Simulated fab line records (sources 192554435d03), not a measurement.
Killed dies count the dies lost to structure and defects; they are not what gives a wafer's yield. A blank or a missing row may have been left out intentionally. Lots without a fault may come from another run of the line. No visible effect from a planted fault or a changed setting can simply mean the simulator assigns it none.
Struck lot and sound lot, side by side	flow n5 finfet	14 out of 1938 route steps
Sound: wafers L712.2, L712.4, L712.5. The struck wafers were L709.3, L709.4, L709.6. Last of all comes the cause.
Order at every step that has rows: each side's tool, ch and its chambers, its first start. Under that, the readings that differ: sound wafers	struck wafers	difference of the means	sigmas: that difference in standard deviations of wafers without a fault.
alike: a reading whose means differ by less than 2 such deviations, as well as words and numbers matching on both sides. not compared: withheld readings; readings where some wafer has no value; bounds like >300 that might hide an equal value; numbers whose values overlap and for which the record gives no deviation.
A row with sigmas, a row that says differs or no value, or rows on one side alone: a step with any of these is where the two part. Non-overlapping numbers with no deviation appear without sigmas and do not part them. A reading that every wafer of one side lacks parts them only if that side has two wafers or more.

N5_PASSIVATION_STRIP_34: strips in O2.
  sound on rie diel-05 ch 1,2, day 17 00:50; struck on rie diel-05 ch 0,2,3, day 15 10:01
  alike: drypump motor current A, oes product au, rf vpp V, showerhead plenum p Torr, throttle valve pct
  not compared: rf hours counter h
then, 4 steps without rows for these wafers: N5_PASSIVATION_STRIP_51 (strips in post etch residue remover, time 1200 s); N5_PASSIVATION_CLEAN_69 (cleans in IPA, time 180 s); N5_PASSIVATION_SRD_70 (time 30 s); N5_PASSIVATION_PECVD_53 (deposits SiO2 from TEOS/O2, target thk 800 nm, time 169.4 s).
N5_PASSIVATION_PECVD_35: deposits SiNx from SiH4/NH3/N2, target thk 700 nm, time 151.3 s.
  sound on pecvd-02 ch 0,1,2, day 17 01:26; struck on pecvd-02 ch 1,2, day 15 10:37
  alike: heater power w, showerhead plenum p Torr, throttle valve pct
then, 6 steps without rows for these wafers: N5_PASSIVATION_HMDS_37 (time 60 s); N5_PASSIVATION_COAT_38; N5_PASSIVATION_EBR_40; N5_PASSIVATION_SOFTBAKE_39 (time 120 s); N5_PASSIVATION_EXPOSE_41 (exposes mask PASS OPEN, defocus 0 nm, target cd 40000 nm); N5_PASSIVATION_PEB_42.
N5_PASSIVATION_DEVELOP_43: develop time 60 s.
  struck on litho track-02, day 15 11:04; sound on litho track-04 ch 0, day 17 01:46
  no value came back on the struck wafers for chill plate temp C (C), develop time s (s), exhaust pa (Pa); on the sound wafers chill plate temp C (C) reads 22.94 22.84 22.79
then, 1 step without rows for these wafers: N5_PASSIVATION_HARDBAKE_45 (time 120 s).

WHERE THEY PART
Only at N5_PASSIVATION_DEVELOP_43, within this record.

WHY: whatever the simulator had introduced
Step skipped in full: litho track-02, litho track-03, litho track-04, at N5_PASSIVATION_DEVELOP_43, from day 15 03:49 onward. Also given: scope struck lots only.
